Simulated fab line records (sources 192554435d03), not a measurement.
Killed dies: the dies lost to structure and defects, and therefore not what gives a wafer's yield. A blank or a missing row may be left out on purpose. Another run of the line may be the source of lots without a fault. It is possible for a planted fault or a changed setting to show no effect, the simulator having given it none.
Chamber matching || flow n5-finfet || 3 sister chambers for N5_BEOL_M2_ILD_DEP_00 on pecvd-01
The step deposits SiOC from DEMS/O2, target thk 79 nm, time 15.3 s. 22 wafers are shown with their chamber, then 11 later ones without.

## EACH WAFER AND ITS CHAMBER
{"wafer": "L076.1", "chamber": 2, "throttle-valve-pct (%)": 10.5, "heater-power-w (W)": 494, "showerhead-plenum-p-Torr (Torr)": 5.714}
{"wafer": "L076.2", "chamber": 0, "throttle-valve-pct (%)": 13.0, "heater-power-w (W)": 438, "showerhead-plenum-p-Torr (Torr)": 5.686}
{"wafer": "L076.5", "chamber": 2, "throttle-valve-pct (%)": 10.6, "heater-power-w (W)": 504, "showerhead-plenum-p-Torr (Torr)": 5.695}
{"wafer": "L077.3", "chamber": 1, "throttle-valve-pct (%)": 11.7, "heater-power-w (W)": 357, "showerhead-plenum-p-Torr (Torr)": 5.673}
{"wafer": "L077.4", "chamber": 1, "throttle-valve-pct (%)": 11.7, "heater-power-w (W)": 358, "showerhead-plenum-p-Torr (Torr)": 5.670}
{"wafer": "L077.6", "chamber": 0, "throttle-valve-pct (%)": 12.5, "heater-power-w (W)": 410, "showerhead-plenum-p-Torr (Torr)": 5.684}
{"wafer": "L084.1", "chamber": 1, "throttle-valve-pct (%)": 12.0, "heater-power-w (W)": 298, "showerhead-plenum-p-Torr (Torr)": 5.680}
{"wafer": "L084.5", "chamber": 0, "throttle-valve-pct (%)": 12.8, "heater-power-w (W)": 446, "showerhead-plenum-p-Torr (Torr)": 5.692}
{"wafer": "L084.6", "chamber": 2, "throttle-valve-pct (%)": 10.8, "heater-power-w (W)": 496, "showerhead-plenum-p-Torr (Torr)": 5.698}
{"wafer": "L083.3", "chamber": 2, "throttle-valve-pct (%)": 10.6, "heater-power-w (W)": 456, "showerhead-plenum-p-Torr (Torr)": 5.706}
{"wafer": "L083.4", "chamber": 0, "throttle-valve-pct (%)": 12.5, "heater-power-w (W)": 410, "showerhead-plenum-p-Torr (Torr)": 5.687}
{"wafer": "L083.5", "chamber": 1, "throttle-valve-pct (%)": 11.6, "heater-power-w (W)": 348, "showerhead-plenum-p-Torr (Torr)": 5.688}
{"wafer": "L085.2", "chamber": 0, "throttle-valve-pct (%)": 12.8, "heater-power-w (W)": 449, "showerhead-plenum-p-Torr (Torr)": 5.685}
{"wafer": "L085.4", "chamber": 1, "throttle-valve-pct (%)": 11.7, "heater-power-w (W)": 324, "showerhead-plenum-p-Torr (Torr)": 5.669}
{"wafer": "L085.5", "chamber": 2, "throttle-valve-pct (%)": 10.6, "heater-power-w (W)": 443, "showerhead-plenum-p-Torr (Torr)": 5.702}
{"wafer": "L087.2", "chamber": 2, "throttle-valve-pct (%)": 10.8, "heater-power-w (W)": 410, "showerhead-plenum-p-Torr (Torr)": 5.706}
{"wafer": "L087.3", "chamber": 1, "throttle-valve-pct (%)": 11.7, "heater-power-w (W)": 348, "showerhead-plenum-p-Torr (Torr)": 5.675}
{"wafer": "L087.5", "chamber": 1, "throttle-valve-pct (%)": 11.6, "heater-power-w (W)": 358, "showerhead-plenum-p-Torr (Torr)": 5.668}
{"wafer": "L089.2", "chamber": 2, "throttle-valve-pct (%)": 10.6, "heater-power-w (W)": 475, "showerhead-plenum-p-Torr (Torr)": 5.704}
{"wafer": "L089.3", "chamber": 0, "throttle-valve-pct (%)": 12.8, "heater-power-w (W)": 423, "showerhead-plenum-p-Torr (Torr)": 5.694}
{"wafer": "L089.6", "chamber": 0, "throttle-valve-pct (%)": 12.4, "heater-power-w (W)": 431, "showerhead-plenum-p-Torr (Torr)": 5.685}
{"wafer": "L091.1", "chamber": 1, "throttle-valve-pct (%)": 11.9, "heater-power-w (W)": 351, "showerhead-plenum-p-Torr (Torr)": 5.682}

SIGNATURES (means of the wafers above)
{"reading": "throttle-valve-pct", "chamber 0": 12.686, "chamber 1": 11.737, "chamber 2": 10.643, "scatter within a chamber": 0.163}
{"reading": "heater-power-w", "chamber 0": 429.57, "chamber 1": 342.75, "chamber 2": 468.29, "scatter within a chamber": 24.7}
{"reading": "showerhead-plenum-p-Torr", "chamber 0": 5.68757, "chamber 1": 5.67563, "chamber 2": 5.70357, "scatter within a chamber": 0.00594}
Rule: a wafer lies at a distance from a chamber equal to the root of the sum of squares, over the readings, of (its reading less the chamber's mean, divided by the reading's scatter). The wafer belongs to the nearest chamber; if the next one is less than 2 further off, it can't be placed. How the scatter is found: for the shown wafers, subtract from each reading the mean of its chamber, square and add these, divide the total by (wafers less chambers), then take the root.

## WAFERS WHOSE CHAMBER IS MISSING
{"wafer": "L091.4", "throttle-valve-pct (%)": 12.8, "heater-power-w (W)": 442, "showerhead-plenum-p-Torr (Torr)": 5.673}
{"wafer": "L091.5", "throttle-valve-pct (%)": 11.8, "heater-power-w (W)": 354, "showerhead-plenum-p-Torr (Torr)": 5.671}
{"wafer": "L092.1", "throttle-valve-pct (%)": 11.7, "heater-power-w (W)": 335, "showerhead-plenum-p-Torr (Torr)": 5.666}
{"wafer": "L092.2", "throttle-valve-pct (%)": 12.8, "heater-power-w (W)": 414, "showerhead-plenum-p-Torr (Torr)": 5.683}
{"wafer": "L092.3", "throttle-valve-pct (%)": 12.6, "heater-power-w (W)": 420, "showerhead-plenum-p-Torr (Torr)": 5.682}
{"wafer": "L094.1", "throttle-valve-pct (%)": 10.9, "heater-power-w (W)": 515, "showerhead-plenum-p-Torr (Torr)": 5.708}
{"wafer": "L094.4", "throttle-valve-pct (%)": 11.7, "heater-power-w (W)": 373, "showerhead-plenum-p-Torr (Torr)": 5.670}
{"wafer": "L094.5", "throttle-valve-pct (%)": 10.9, "heater-power-w (W)": 411, "showerhead-plenum-p-Torr (Torr)": 5.710}
{"wafer": "L097.2", "throttle-valve-pct (%)": 12.9, "heater-power-w (W)": 445, "showerhead-plenum-p-Torr (Torr)": 5.673}
{"wafer": "L097.4", "throttle-valve-pct (%)": 11.3, "heater-power-w (W)": 356, "showerhead-plenum-p-Torr (Torr)": 5.677}
{"wafer": "L097.5", "throttle-valve-pct (%)": 12.7, "heater-power-w (W)": 431, "showerhead-plenum-p-Torr (Torr)": 5.670}

## WHICH CHAMBER EACH ONE RAN IN
{"wafer": "L091.4", "from the rows above": 0, "in truth": 0}
{"wafer": "L091.5", "from the rows above": 1, "in truth": 1}
{"wafer": "L092.1", "from the rows above": 1, "in truth": 1}
{"wafer": "L092.2", "from the rows above": 0, "in truth": 0}
{"wafer": "L092.3", "from the rows above": 0, "in truth": 0}
{"wafer": "L094.1", "from the rows above": 2, "in truth": 2}
{"wafer": "L094.4", "from the rows above": 1, "in truth": 1}
{"wafer": "L094.5", "from the rows above": 2, "in truth": 2}
{"wafer": "L097.2", "from the rows above": 0, "in truth": 0}
{"wafer": "L097.4", "from the rows above": 1, "in truth": 1}
{"wafer": "L097.5", "from the rows above": 0, "in truth": 0}
Placed correctly: 11 of 11. Left unplaced by these rows: 0. 0 placed wrongly.
